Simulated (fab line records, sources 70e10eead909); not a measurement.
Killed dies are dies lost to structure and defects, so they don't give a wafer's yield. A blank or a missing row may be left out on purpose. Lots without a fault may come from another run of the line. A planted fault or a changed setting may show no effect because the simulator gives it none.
fab line records | flow nand_harc
record lots=11 wafers=33 last_day=33
route steps=1302 shown A_CHANNEL_HOLE_D2@588 A_CHANNEL_FILL_D2@614 END@1302
lots that met no fault: from a run of the same line without faults
start_h: hours from the record's first day to the start of the lot's first wafer shown | wait_h: hours since the lot's step before | " the same as in the row above | L1.1+2: a row that stands for several wafers | - no value, or no start given | * or withheld: withheld | < > ~ a bound
route shown NAME@n: a module of which the file shows steps, and the number in the route of the first | usual: mean/standard deviation of fault-free wafers | same: alike in all rows | chamber/n: place in a boat | sites: the reading at each site | _std_site: their standard deviation | _edge_site: outer sites' mean less inner sites' | radius_mm: how far each site lies from the wafer's centre | mask NAME#n: copy n | behind: the tool/chamber that last shaped the wafer | hold: why the lot was held/for how many hours/how that ended | device: the transistor (n, p or np) that didn't switch | end of line: the same wafers' tests at the end of the route | a step without rows: its recipe alone | killed: dies lost to structure and defects at the first sort, not the wafer's yield | map: a wafer's dies, x killed, . not, _ none there
set.NAME: the setting as run; set.NAME@STEP: as run at that earlier step | model.NAME: the simulator's own value behind a step, which no gauge read
steps of the route over a sample of lots; a table a step, a row a wafer
services: from which hour (start_h, from the record's first day; less than 0 if before it) a tool's chamber was out of use, for how many hours, and why
## steps
# step NHARC_A_CHANNEL_HOLE_D2_ETCH_34
# recipe target_depth_a=1540 time_s=77 cf4_flow_sccm=100 chf3_flow_sccm=30 ar_flow_sccm=0 rf_w=500 bias_w=200 chemistry=CF4/CHF3
# usual cf4_flow_sccm=100.0/0.32 drypump_motor_current_A=5.6/0.37 mfc_ar_sccm=0.014/0.016 oes_product_au=0.960/0.019 rf_vpp_V=370.7/2.6 showerhead_plenum_p_Torr=1.58/0.075 throttle_valve_pct=16.802/0.0086
# columns lot.wafer tool chamber start_h wait_h cf4_flow_sccm drypump_motor_current_A mfc_ar_sccm oes_product_au rf_hours_counter_h rf_vpp_V showerhead_plenum_p_Torr throttle_valve_pct
L460.2 rie_diel-13 0 - - 100.0 5.7 0 0.951 10.4 373.3 1.67 16.794
L460.1 " 1 " " 100.0 5.8 0.024 0.933 10.9 368.6 1.51 16.808
L460.4 " 1 " " 100.0 5.8 0.024 0.935 - 368.9 1.51 16.794
L459.2 rie_diel-02 3 - - 99.9 5.4 0 0.979 5.7 369.6 1.58 16.810
L459.1 " 1 " " 99.9 5.3 0.037 0.971 4.5 367.8 1.49 16.793
L459.6 " 2 " " 99.8 5.4 0.000 0.970 - 369.2 1.54 16.801
L462.2 rie_diel-02 3 - - 100.2 5.4 0 0.990 6.4 370.9 1.58 16.798
L462.4 " 0 " " 100.3 6.4 0 0.980 6.3 373.4 1.69 16.784
L462.5 " 1 " " 99.9 5.3 0.037 0.968 - 367.6 1.49 16.794
L466.4 rie_diel-02 0 - - 99.9 6.4 0 0.929 8.8 374.7 1.69 16.813
L466.1 " 1 " " 100.3 5.3 0.037 0.919 8.1 367.2 1.49 16.793
L466.6 " 3 " " 99.9 5.4 0 0.925 - 369.7 1.58 16.821
L465.1 rie_diel-13 1 - - 100.3 5.8 0.024 0.948 3.8 369.6 1.51 16.819
L465.6 " 0 " " 99.8 5.7 0 0.953 - 373.7 1.67 16.815
L465.5 " 1 " " 99.7 5.8 0.024 0.960 - 369.2 1.51 16.796
L468.1 rie_diel-08 3 - - 100.0 5.7 0 0.961 1.4 372.7 1.67 16.804
L468.2 " 0 " " 100.1 5.9 0.013 0.996 0.8 367.2 1.47 16.798
L468.3 " 1 " " 99.9 6.1 0 1.003 0.8 371.5 1.60 16.809
L469.3 rie_diel-02 1 - - 100.0 5.3 0.037 0.957 1.2 368.4 1.49 16.806
L469.4 " 2 " " 100.2 5.4 0.000 0.947 - 369.0 1.53 16.791
L469.6 " 1 " " 99.7 5.3 0.037 0.954 - 368.0 1.49 16.807
L470.3 rie_diel-02 1 - - 100.2 5.3 0.037 0.952 1.9 367.6 1.49 16.801
L470.1 " 2 " " 100.1 5.4 0.000 0.947 1.8 369.9 1.53 16.798
L470.6 " 2 " " 100.1 5.4 0.000 0.956 - 369.5 1.53 16.811
L473.1 rie_diel-13 0 - - 99.9 5.7 0 0.912 9.6 372.4 1.67 16.788
L473.6 " 1 " " 100.4 5.8 0.024 0.931 - 369.8 1.51 16.812
L473.5 " 2 " " 100.1 5.2 0.034 0.930 - 374.8 1.69 16.805
L475.2 rie_diel-13 1 - - 99.6 5.8 0.024 0.963 9.8 368.6 1.51 16.802
L475.3 " 2 " " 100.1 5.2 0.034 0.945 8.9 373.3 1.69 16.818
L475.6 " 2 " " 100.0 5.1 0.034 0.948 - 373.8 1.69 16.807
L479.1 rie_diel-02 3 - - 99.9 5.4 0 0.965 5.8 370.2 1.57 16.812
L479.3 " 1 " " 100.6 5.3 0.037 0.980 7.3 365.7 1.49 16.795
L479.6 " 2 " " 100.4 5.4 0.000 0.976 - 368.5 1.53 16.802
# step NHARC_A_CHANNEL_HOLE_D2_ETCH_22
# recipe bias_v=3000 source_w=withheld pressure_mtorr=20 time_s=666.7 ar_flow_sccm=375 c4f8_flow_sccm=89.3 o2_flow_sccm=35.7 temp_c=-20 target_depth_a=16000 chemistry=C4F8/O2/Ar
# usual drypump_motor_current_A=5.3/0.61 mfc_ar_sccm=375.1/1.1 o2_flow_sccm=35.70/0.11 showerhead_plenum_p_Torr=3.66/0.13 temp_c=-19.99/0.1 throttle_valve_pct=32.154/0.0094
# columns lot.wafer tool chamber start_h wait_h drypump_motor_current_A mfc_ar_sccm o2_flow_sccm rf_hours_counter_h showerhead_plenum_p_Torr temp_c throttle_valve_pct
L460.1 har_etch-01 1 321.27 0.4 6.2 376.6 35.76 165 3.55 -19.84 32.166
L460.2 " 0 " " 5.6 375.2 35.53 165 3.69 -20.20 32.144
L460.4 " 0 " " 5.6 374.0 35.58 - 3.69 -20.11 32.152
L459.2 har_etch-02 1 337.58 0.4 4.7 375.5 35.63 383 3.72 -19.89 32.138
L459.1 " 0 " " 4.9 373.5 35.58 367 3.56 -20.13 32.176
L459.6 " 1 " " 4.7 374.3 35.59 - 3.72 -19.96 32.145
L462.2 har_etch-01 0 346.78 0.4 5.6 374.2 35.71 180 3.68 -19.91 32.159
L462.4 " 1 " " 6.2 374.7 35.68 - 3.54 -20.08 32.145
L462.5 " 0 " " 5.6 375.1 35.81 - 3.68 -20.00 32.151
L466.1 har_etch-02 0 394.96 0.4 4.8 375.1 35.70 1 3.93 -20.02 32.153
L466.4 " 0 " " 4.9 374.2 35.61 - 3.93 -20.04 32.152
L466.6 " 0 " " 4.9 375.2 35.60 - 3.93 -19.99 32.135
L465.1 har_etch-01 0 396.99 0.4 5.6 374.8 35.77 215 3.66 -19.98 32.145
L465.6 " 0 " " 5.6 375.5 35.73 - 3.66 -19.92 32.154
L465.5 " 1 " " 6.2 374.7 35.87 - 3.52 -19.97 32.153
L468.1 har_etch-01 1 401.14 0.4 6.2 374.9 35.73 219 3.52 -20.04 32.138
L468.2 " 0 " " 5.6 374.7 35.67 219 3.66 -20.02 32.165
L468.3 " 0 " " 5.6 375.9 35.89 - 3.66 -19.87 32.162
L469.3 har_etch-01 0 435.03 0.4 5.6 372.9 35.49 - 3.65 -19.86 32.158
L469.4 " 1 " " 6.2 375.3 35.46 - 3.51 -19.98 32.142
L469.6 " 0 " " 5.6 373.3 35.59 - 3.65 -19.80 32.145
L470.1 har_etch-01 1 439.02 0.4 6.2 377.1 35.65 238 3.51 -19.88 32.154
L470.3 " 1 " " 6.2 374.5 35.76 - 3.51 -20.05 32.168
L470.6 " 0 " " 5.6 377.1 35.82 - 3.65 -20.15 32.163
L473.1 har_etch-01 0 456.77 0.4 5.6 377.2 35.73 253 3.64 -19.87 32.165
L473.6 " 1 " " 6.2 375.9 35.54 - 3.50 -19.83 32.180
L473.5 " 0 " " 5.6 377.4 35.81 - 3.64 -20.07 32.152
L475.2 har_etch-01 0 484.39 0.4 5.6 373.1 35.69 264 3.63 -19.89 32.156
L475.3 " 0 " " 5.6 375.5 35.55 - 3.63 -19.97 32.153
L475.6 " 0 " " 5.6 374.5 35.57 - 3.63 -20.02 32.154
L479.1 har_etch-02 1 525.42 0.4 4.7 375.1 35.92 77 3.66 -19.95 32.144
L479.3 " 1 " " 4.7 373.6 35.79 - 3.66 -19.99 32.156
L479.6 " 0 " " 4.9 374.2 35.90 - 3.89 -19.83 32.163
# step NHARC_A_CHANNEL_HOLE_D2_ETCH_25
# recipe bias_v=5000 source_w=withheld pressure_mtorr=20 time_s=1040.2 ar_flow_sccm=375 c4f8_flow_sccm=93.8 o2_flow_sccm=31.2 temp_c=-20 target_depth_a=15000 chemistry=C4F8/O2/Ar
# usual drypump_motor_current_A=5.3/0.61 mfc_ar_sccm=374.9/1.1 o2_flow_sccm=31.19/0.09 showerhead_plenum_p_Torr=3.66/0.13 temp_c=-20.01/0.1 throttle_valve_pct=32.235/0.0099
# columns lot.wafer tool chamber start_h wait_h drypump_motor_current_A mfc_ar_sccm o2_flow_sccm rf_hours_counter_h showerhead_plenum_p_Torr temp_c throttle_valve_pct
L460.1 har_etch-01 1 323.31 0.6 6.2 373.2 31.34 167 3.55 -19.83 32.232
L460.2 " 0 " " 5.6 375.7 31.07 167 3.68 -20.22 32.206
L460.4 " 0 " " 5.6 373.8 31.20 - 3.68 -20.01 32.247
L459.2 har_etch-02 1 339.63 0.6 4.7 375.3 31.09 385 3.71 -20.19 32.225
L459.1 " 0 " " 4.9 376.5 31.33 370 3.55 -19.97 32.257
L459.6 " 1 " " 4.7 375.3 31.27 - 3.71 -20.08 32.255
L462.2 har_etch-01 0 348.86 0.7 5.6 376.5 31.03 182 3.67 -20.08 32.235
L462.4 " 1 " " 6.2 374.4 31.30 - 3.54 -20.05 32.247
L462.5 " 0 " " 5.6 376.3 31.24 - 3.67 -19.96 32.228
L466.1 har_etch-02 0 397.02 0.6 4.8 375.2 31.19 3 3.93 -20.26 32.231
L466.4 " 0 " " 4.8 375.0 31.19 - 3.93 -20.34 32.239
L466.6 " 0 " " 4.9 375.0 31.22 - 3.93 -20.28 32.245
L465.1 har_etch-01 0 399.00 0.6 5.6 373.7 31.24 217 3.65 -19.81 32.241
L465.6 " 0 " " 5.6 373.7 31.28 - 3.65 -19.99 32.229
L465.5 " 1 " " 6.2 374.6 30.99 - 3.52 -19.81 32.234
L468.1 har_etch-01 1 403.17 0.6 6.2 374.4 31.26 221 3.52 -19.97 32.212
L468.2 " 0 " " 5.6 372.8 31.19 221 3.65 -19.96 32.227
L468.3 " 0 " " 5.6 375.2 31.17 - 3.65 -20.22 32.233
L469.3 har_etch-01 0 437.18 0.7 5.6 374.9 31.16 - 3.64 -20.03 32.241
L469.4 " 1 " " 6.2 374.9 31.18 - 3.51 -19.95 32.233
L469.6 " 0 " " 5.6 374.0 31.20 - 3.64 -19.99 32.236
L470.1 har_etch-01 1 441.06 0.6 6.2 375.0 31.15 240 3.51 -19.97 32.240
L470.3 " 1 " " 6.2 374.4 31.20 - 3.51 -20.09 32.243
L470.6 " 0 " " 5.6 375.8 31.36 - 3.64 -20.01 32.241
L473.1 har_etch-01 0 458.85 0.7 5.6 376.1 31.15 255 3.63 -20.11 32.243
L473.6 " 1 " " 6.2 373.1 31.33 - 3.50 -19.90 32.238
L473.5 " 0 " " 5.6 374.7 31.07 - 3.63 -19.97 32.244
L475.2 har_etch-01 0 486.48 0.7 5.6 373.1 31.21 266 3.63 -20.05 32.224
L475.3 " 0 " " 5.6 377.2 30.99 - 3.63 -20.06 32.229
L475.6 " 0 " " 5.6 375.8 31.00 - 3.63 -20.11 32.237
L479.1 har_etch-02 1 527.49 0.7 4.7 376.7 31.24 79 3.66 -19.99 32.255
L479.3 " 1 " " 4.6 377.2 31.18 - 3.66 -19.93 32.244
L479.6 " 0 " " 4.8 377.7 31.20 - 3.88 -20.02 32.230
# step NHARC_A_CHANNEL_HOLE_D2_XSEM_32
# recipe landing_energy_ev=35000
# usual bot_cd_nm=75.0/2.2 bow_nm=8.7/0.32 tilt_deg=0.08/0.049
# columns lot.wafer tool chamber start_h wait_h bot_cd_nm bow_nm tilt_deg
L460.1 xsem-02 0 326.16 0.1 72.3 8.8 0.07
L460.2 " 0 " " 73.4 8.8 0.07
L460.4 " 0 " " 72.7 8.8 0.07
L459.1 xsem-02 0 342.34 0.1 73.8 9.1 0.04
L459.2 " 0 " " 77.7 9.3 0.04
L459.6 " 0 " " 76.9 9.2 0.04
L462.2 xsem-01 0 351.46 0.1 76.3 8.4 0.07
L462.4 " 0 " " 77.8 8.4 0.07
L462.5 " 0 " " 79.0 8.5 0.07
L466.1 xsem-01 0 399.57 0.1 75.0 8.7 0.10
L466.4 " 0 " " 73.7 8.7 0.10
L466.6 " 0 " " 71.0 8.7 0.10
L465.1 xsem-02 0 401.72 0.1 74.0 8.3 0.20
L465.5 " 0 " " 71.6 8.3 0.20
L465.6 " 0 " " 73.1 8.3 0.20
L468.1 xsem-02 0 405.89 0.1 75.6 9.3 0.12
L468.2 " 0 " " 75.6 9.2 0.12
L468.3 " 0 " " 75.1 9.2 0.12
L469.3 xsem-02 0 439.60 0.1 75.0 9.0 -0.01
L469.4 " 0 " " 76.8 9.0 -0.01
L469.6 " 0 " " 71.8 9.0 -0.01
L470.1 xsem-02 0 443.81 0.1 76.2 16.6 0.08
L470.3 " 0 " " 76.8 16.6 0.08
L470.6 " 0 " " 75.7 16.5 0.08
L470.1 xsem-02 0 - - 75.6 - 0.07
L470.3 " 0 " " 76.8 - 0.06
L470.6 " 0 " " 76.5 - 0.07
L473.1 xsem-02 0 461.41 0.1 74.3 16.2 0.09
L473.5 " 0 " " 75.9 16.2 0.09
L473.6 " 0 " " 74.8 16.3 0.09
L473.1 xsem-02 0 - - 73.5 - 0.15
L473.5 " 0 " " 74.9 - 0.15
L473.6 " 0 " " 73.7 - 0.16
L475.2 xsem-01 0 489.04 0.1 74.1 16.5 0.15
L475.3 " 0 " " 78.2 16.7 0.15
L475.6 " 0 " " 72.8 16.4 0.15
L475.2 xsem-01 0 - - 74.3 - 0.12
L475.3 " 0 " " 78.1 - 0.12
L475.6 " 0 " " 72.7 - 0.12
L479.1 xsem-02 0 530.05 0.1 76.4 8.6 0.04
L479.3 " 0 " " 77.7 8.7 0.03
L479.6 " 0 " " 75.2 8.6 0.03
# step NHARC_A_CHANNEL_FILL_D2_ALD_14
# recipe target_thk_a=25 pulse_time_s=10 ald_cycles=25 temp_c=300 material=SiO2
# usual heater_power_w=445/53 precursor_pulse_height_rel=1.002/0.019
# same pulse_time_s=10
# columns lot.wafer tool chamber start_h wait_h heater_power_w precursor_pulse_height_rel
L460.2 ald_hk-03 3 333.52 0.1 355 0.984
L460.1 " 0 " " 454 0.967
L460.4 " 1 " " 396 1.005
L459.2 ald_hk-03 3 349.65 0.1 368 0.993
L459.1 " 1 " " 397 0.971
L459.6 " 3 " " 357 0.987
L462.4 ald_hk-04 0 358.87 0.1 462 1.040
L462.2 " 1 " " 370 0.966
L462.5 " 0 " " 479 1.004
L466.4 ald_hk-02 0 406.94 0.1 519 1.016
L466.1 " 1 " " 417 0.966
L466.6 " 3 " " 527 0.982
L465.1 ald_hk-04 1 406.98 0.2 356 1.005
L465.5 " 2 " " 438 0.989
L465.6 " 3 " " 460 0.989
L468.1 ald_hk-02 1 411.41 0.3 419 1.006
L468.3 " 3 " " 519 1.008
L468.2 " 0 " " 498 1.000
L469.3 ald_hk-04 2 446.86 0.0 407 1.022
L469.4 " 3 " " 466 1.007
L469.6 " 3 " " 444 1.011
L479.1 ald_hk-04 0 538.00 0.1 446 1.015
L479.3 " 1 " " 373 0.990
L479.6 " 3 " " 457 1.020
# step NHARC_END_SORT_01
# recipe temp_c=25
# usual defect_limited_yield=91.5/2.5 killed_at_array=52/17 killed_at_other=1.2/1.4 killed_at_periphery=4.7/2.9 killed_dies=58/17 killed_open=3.2/1.9 killed_short=2.4/1.4 sort_bin_2_pct=3.0/1.1 sort_bin_3_pct=0.6/0.37 sort_bin_4_pct=4.8/1.4 sort_n_pass=619/17 sort_rim_yield_pct=90/4.9 sort_yield_pct=91.5/2.5
# same gross_dies=677 sort_bin_5_pct[%]=0 sort_bin_6_pct[%]=0 sort_bin_7_pct[%]=0 sort_bin_8_pct[%]=0 sort_rim_n_gross=106.00
# columns lot.wafer tool chamber start_h wait_h defect_limited_yield[%] killed_at_array killed_at_other killed_at_periphery killed_dies killed_open killed_short sort_bin_2_pct[%] sort_bin_3_pct[%] sort_bin_4_pct[%] sort_n_pass sort_rim_yield_pct[%] sort_yield_pct[%]
L465.1 prober-02 0 660.71 2.5 87.9 65 5 12 82 2 0 4.7 1.6 5.8 595 87 87.9
L465.5 prober-02 0 663.92 3.7 89.1 66 3 5 74 0 3 4.3 0.9 5.8 603 85 89.1
L465.6 prober-02 0 664.72 4.0 88.0 70 6 5 81 3 0 4.3 0.7 6.9 596 92 88.0
# killed by level:class
L465.1 A_SLIT:chamber_film_flake=30 A_CHANNEL_HOLE_D1:chamber_film_flake=18 A_CHANNEL_HOLE_D2:chamber_film_flake=6 P_GATE:chamber_film_flake=5 THIN_TSV:chamber_film_flake=5 A_CONTACT:chamber_film_flake=4 P_BONDPAD:chamber_film_flake=3 A_ZERO_WELL:chamber_film_flake=3
L465.5 A_CHANNEL_HOLE_D1:chamber_film_flake=23 A_SLIT:chamber_film_flake=19 A_CHANNEL_HOLE_D2:chamber_film_flake=8 A_BLC:chamber_film_flake=6 P_BONDPAD:chamber_film_flake=3 A_CONTACT:chamber_film_flake=3 THIN_TSV:chamber_film_flake=3 A_CHANNEL_FILL_D2:geometric_particle:short=1
L465.6 A_SLIT:chamber_film_flake=30 A_CHANNEL_HOLE_D1:chamber_film_flake=17 A_CONTACT:chamber_film_flake=10 A_CHANNEL_HOLE_D2:chamber_film_flake=6 THIN_TSV:chamber_film_flake=6 P_BONDPAD:chamber_film_flake=3 A_DECK1_JOINT:chamber_film_flake=2 A_WL_FILL:geometric_particle:open=1
## services
# columns tool chamber start_h hours kind
rie_diel-13 3 298.39 30.6 repair
rie_diel-02 3 309.74 1.7 repair
rie_diel-08 0 310.99 14.5 repair
rie_diel-13 - 342.00 9.0 pm
ald_hk-02 - 350.68 10.0 pm
rie_diel-02 2 361.85 3.5 repair
rie_diel-08 - 367.80 9.0 pm
xsem-01 - 374.00 14.0 pm
har_etch-02 - 377.00 17.0 pm
ald_hk-03 - 392.31 10.0 pm
rie_diel-13 2 393.21 5.2 repair
rie_diel-02 - 393.74 9.0 pm
rie_diel-08 - 410.45 1.1 repair
ald_hk-03 - 420.90 2.4 repair
rie_diel-13 3 426.04 9.4 repair
rie_diel-13 0 429.99 5.3 repair
rie_diel-02 3 431.70 9.9 repair
ald_hk-04 - 435.25 10.0 pm
rie_diel-02 1 453.64 5.0 repair
rie_diel-08 3 471.08 5.0 repair
ald_hk-04 - 490.93 0.4 repair
rie_diel-02 0 495.73 5.5 repair
rie_diel-13 - 519.00 9.0 pm
rie_diel-02 3 538.09 1.5 repair
## key
first_sign step=NHARC_A_CHANNEL_HOLE_D2_XSEM_32 reading=visit direction=added
effect step=NHARC_A_CHANNEL_HOLE_D2_XSEM_32 reading=bow_nm direction=up sigmas=24 usual=8.7 struck=16.5
met_at NHARC_A_CHANNEL_HOLE_D2_ETCH_22
struck_lots L470,L473,L475
scrapped_behind NHARC_A_CHANNEL_HOLE_D2_XSEM_32 L470.1,L470.3,L470.6,L473.1,L473.5,L473.6,L475.2,L475.3,L475.6
not_acting_at NHARC_A_CHANNEL_HOLE_D2_ETCH_34,NHARC_A_CHANNEL_HOLE_D2_ETCH_25,NHARC_A_CHANNEL_FILL_D2_ALD_14
onset_between 435.03 439.02
fault kind=process_parameter_drift tool=har_etch-01 chamber=- onset_h=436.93 steps=NHARC_A_CHANNEL_HOLE_D2_ETCH_22 channel=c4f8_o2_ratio offset=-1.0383 shape=step end_h=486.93 acts_in=these_recipes_only stated=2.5
